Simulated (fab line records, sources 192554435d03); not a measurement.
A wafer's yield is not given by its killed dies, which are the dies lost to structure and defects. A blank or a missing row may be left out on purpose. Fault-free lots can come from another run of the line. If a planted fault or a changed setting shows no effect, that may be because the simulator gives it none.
Which tool was responsible? -- flow n5Finfet -- route of 1938 steps, sampled at 1 step: 12 lots, 36 wafers

== WHAT THE GAUGES READ, wafer by wafer ==
N5_MOL_CONTACT_COAG_CD_MEAS_101: target cd 16 nm.
lot,measured,on,cdNm (nm)
L075,day 5 14:57,cdSem-03,16.0 16.2 15.6
L077,day 5 21:35,cdSem-02,15.9 15.4 15.9
L079,day 6 11:27,cdSem-02,15.8 15.7 15.7
L081,day 6 21:13,cdSem-01,16.0 15.7 15.9
L083,day 7 12:56,cdSem-01,16.1 16.4 16.3
L085,day 8 03:28,cdSem-02,15.7 16.3 16.2
L087,day 8 12:07,cdSem-02,15.6 15.9 16.1
L089,day 8 20:05,cdSem-02,15.5 16.1 15.7
L091,day 9 08:23,cdSem-02,15.9 15.7 16.0
L093,day 9 20:08,cdSem-02,16.1 16.1 16.0
L095,day 10 10:23,cdSem-02,16.7 16.6 16.4
L097,day 11 02:28,cdSem-01,15.7 16.1 15.8

== WHAT TOOL EACH LOT RAN ON (gives the tool, then ch and the chambers of the sampled wafers, and finally the start) ==
The record holds no process step before these readings.

== THE ANSWER, worked out from the rows above alone ==
Rule: usual is defined by the lots themselves. The widest of any qualifying gaps counts: lots, ordered by their means at a reading, are off when they make up no more than a third of the lots, leave a main group of 4 or more, and stand apart from it by 3 or more times the standard deviation of that group's means. The tables above print the reading to a certain number of digits; a main group whose means all agree to those digits is not used. Also off: a lot with no number at a reading for which 4 or more lots have one. Where the step has rows for the other lots, those lots are counted as sound.
Across all readings shown, no lot is off: no conclusion can be drawn from this.

== WHAT THE SIMULATOR HAD INSERTED ==
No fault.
